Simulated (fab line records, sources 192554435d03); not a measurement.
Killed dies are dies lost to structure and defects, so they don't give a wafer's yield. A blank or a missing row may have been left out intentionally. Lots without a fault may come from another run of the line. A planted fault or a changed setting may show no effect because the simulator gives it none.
Comparing a struck lot with a sound one / flow n5Finfet / 39 out of 1938 route steps
Sound: these wafers, L945.4, L945.5, L945.6. Struck: wafer L955.2 (left out: L955.3, L955.6 of the same lot, which were not struck); the cause appears at the end.
Order at every step that has rows: each side's tool, ch and its chambers, its first start. Under that, the readings that differ: sound wafers / struck wafers / difference of the means / sigmas: that difference in standard deviations of wafers without a fault.
alike: readings with means less than 2 such deviations apart, plus words and numbers identical on both sides. not compared: withheld readings, readings lacking a value on some wafer, bounds such as >300 that could conceal the same value, and numbers that have no deviation in the record and whose values overlap.
The two part at a step that has a row with sigmas, a row that says differs or no value, or rows on one side only. Non-overlapping numbers with no deviation appear without sigmas and do not part them. A reading missing from all wafers of one side parts the sides only when that side holds two or more wafers.

first, 9 steps without rows for these wafers: N5_MOL_CONTACT_COAG_CVD_140 (deposits W, target thk 66.5 nm, time 215 s); N5_MOL_CONTACT_COAG_PRECLEAN_127 (cleans in DIW, time 57.5 s); N5_MOL_CONTACT_COAG_SRD_128 (dry time 32 s); N5_MOL_CONTACT_COAG_CMP_52 (polishes, stops on SiO2, t overpolish 1.5 s, target thk 66.5 nm); N5_MOL_CONTACT_COAG_ANNEAL_112 (time 1800 s); N5_BEOL_M0_SAQP_PECVD_00 (deposits SiCN from 3MS/NH3, target thk 8 nm, time 14 s); N5_BEOL_M0_SAQP_ILD_DEP_01 (deposits SiOC from DEMS/O2, target thk 45.419 nm, time 8.7 s); N5_BEOL_M0_SAQP_HM_DEP_02 (deposits TiN, target thk 12 nm); N5_BEOL_M0_SAQP_PECVD_03 (deposits SiCN from 3MS/NH3, target thk 12 nm, time 21.1 s).
N5_BEOL_M0_SAQP_PECVD_96: deposits a-Si from SiH4/He, target thk 45 nm, time 45.2 s.
  sound on pecvd-02 ch 0,1,2, day 6 04:55; struck on pecvd-02 ch 1, day 8 15:08
reading=runLengthS (s); sound=81.4 81.2 81.8; struck=80.0; difference=-1.5; sigmas=-2
reading=model.a-Si_of_BEOL_M0_SAQP_PECVD_96.thkNm (nm); sound=44.6 44.6 45; struck=42.6; difference=-2.1; sigmas=
  alike: heaterPowerW, showerheadPlenumPTorr, throttleValvePct
then, 25 steps without rows for these wafers: N5_BEOL_M0_SAQP_PECVD_97 (deposits SiNx from SiH4/NH3/N2, target thk 23 nm, time 19.9 s); N5_BEOL_M0_SAQP_PECVD_04 (deposits a-Si from SiH4/He, target thk 60 nm, time 60.2 s); N5_BEOL_M0_SAQP_HM_DEP_111 (deposits SiO2 from SiH4/N2O, target thk 12 nm, time 7.2 s); N5_BEOL_M0_SAQP_COAT_81 (time 60 s, resist thk 100 nm); N5_BEOL_M0_SAQP_COAT_82 (time 60 s, resist thk 30 nm); N5_BEOL_M0_SAQP_COAT_08 (resist thk 90 nm); N5_BEOL_M0_SAQP_EBR_10; N5_BEOL_M0_SAQP_SOFTBAKE_09 (time 60 s); N5_BEOL_M0_SAQP_EXPOSE_11 (exposes mask M0 CORE, target cd 42 nm); N5_BEOL_M0_SAQP_PEB_12 (peb time 60 s); N5_BEOL_M0_SAQP_DEVELOP_13 (develop time 30 s); N5_BEOL_M0_SAQP_DESCUM_19 (chemistry O2, time 7.9 s); N5_BEOL_M0_SAQP_ETCH_83 (etches SiARC in CF4, target depth 39 nm, time 65 s); N5_BEOL_M0_SAQP_ETCH_84 (etches SOC in N2/H2, target depth 100 nm, overetch 20 nm, time 150 s); N5_BEOL_M0_SAQP_STRIP_80 (strips in N2/H2); N5_BEOL_M0_SAQP_HM_OPEN_112 (chemistry CHF3/O2, target SiO2, stops on a-Si, target depth 12 nm, time 13.5 s); N5_BEOL_M0_SAQP_STRIP_113 (strips in CHF3/O2); N5_BEOL_M0_SAQP_MANDREL_ETCH_20 (etches a-Si in HBr/Cl2, stops on SiNx, target depth 60 nm, bt time 10 s, time 30 s); N5_BEOL_M0_SAQP_STRIP_86 (strips in N2/H2); N5_BEOL_M0_SAQP_STRIP_115 (strips in post etch residue remover, time 60 s); N5_BEOL_M0_SAQP_SRD_93 (time 30 s); N5_BEOL_M0_SAQP_RECESS_114 (chemistry HF/NH3, target SiO2, target depth 14.4 nm, afs cycles 3, sublimation time 60 s); N5_BEOL_M0_SAQP_SPACER1_ALD_98 (deposits SiO2, target thk 12.8 nm, pulse time 1 s, purge time 2 s); N5_BEOL_M0_SAQP_SPACER1_ETCHBACK_99 (etches SiO2 in CHF3/O2, target depth 15.4 nm, time 7.7 s); N5_BEOL_M0_SAQP_MANDREL1_REMOVE_100 (chemistry HBr/Cl2/O2, target a-Si, stops on SiNx, bt time 10 s).
N5_BEOL_M0_SAQP_MANDREL_ETCH_103: etches a-Si in HBr/Cl2, stops on SiCN, target depth 45 nm, bt time 10 s, time 27 s.
  sound on rieSi-03 ch 1,2,3, day 6 07:29; struck on rieSi-03 ch 1, day 8 22:07
reading=rfHoursCounterH (h); sound=- - -; struck=50; difference=no value on the sound wafers; sigmas=
reading=model.etch.depthNm (nm); sound=44.69 44.55 44.95; struck=42.58; difference=-2.15; sigmas=
  alike: drypumpMotorCurrentA, oesProductAu, throttleValvePct
N5_BEOL_M0_SAQP_SPACER2_ALD_26: deposits SiO2, target thk 15 nm, pulse time 1 s, purge time 2 s.
  sound on aldSin-04 ch 1,2, day 6 08:18; struck on aldSin-03 ch 3, day 8 23:06
reading=model.a-Si_of_BEOL_M0_SAQP_PECVD_96.thkNm (nm); sound=44 43.8 44.2; struck=41.8; difference=-2.2; sigmas=
  alike: heaterPowerW, precursorPulseHeightRel
-- here the record skips 4 days between the struck wafers' starts before and after, leaving off in module BEOL_M0_SAQP and picking up in module BEOL_M4 (first step shown: number 1111 of the route) --
N5_BEOL_M4_RC_MEAS_101:
  sound on prober-02 ch 0, day 9 11:20; struck on prober-01 ch 0, day 12 11:56
  alike: DIBL_N, DIBL_P, IOFF_N, IOFF_P, ION_N, ION_P, SS_N, SS_P, VT_N, VT_P
-- record jumps: 5 days separate the struck wafers' starts on either side; left off in module BEOL_M4, taken up again in module PASSIVATION, whose first shown step is the route's number 1936 --
N5_PASSIVATION_PROBE_49:
  sound on prober-02, day 13 17:07; struck on prober-02, day 17 00:34
reading=killedAtOther; sound=6 9 13; struck=1; difference=-8; sigmas=-2
  alike: defectLimitedYield, killed_at_M0_to_M3, killed_at_M4_up, killedAtContacts, killedAtFrontEnd, killedDies, killedOpen, killedShort, sort_bin_5_function, sort_bin_6_memory, sort_bin_8_speed, sortNPass, sortYieldPct

== WHERE THEY PART ==
Earliest at N5_BEOL_M0_SAQP_PECVD_96; latest, in this record, at N5_PASSIVATION_PROBE_49.

WHY: what the simulator had put in
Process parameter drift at N5_BEOL_M0_SAQP_PECVD_96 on pecvd-02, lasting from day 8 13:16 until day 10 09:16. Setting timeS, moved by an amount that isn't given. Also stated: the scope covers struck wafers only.
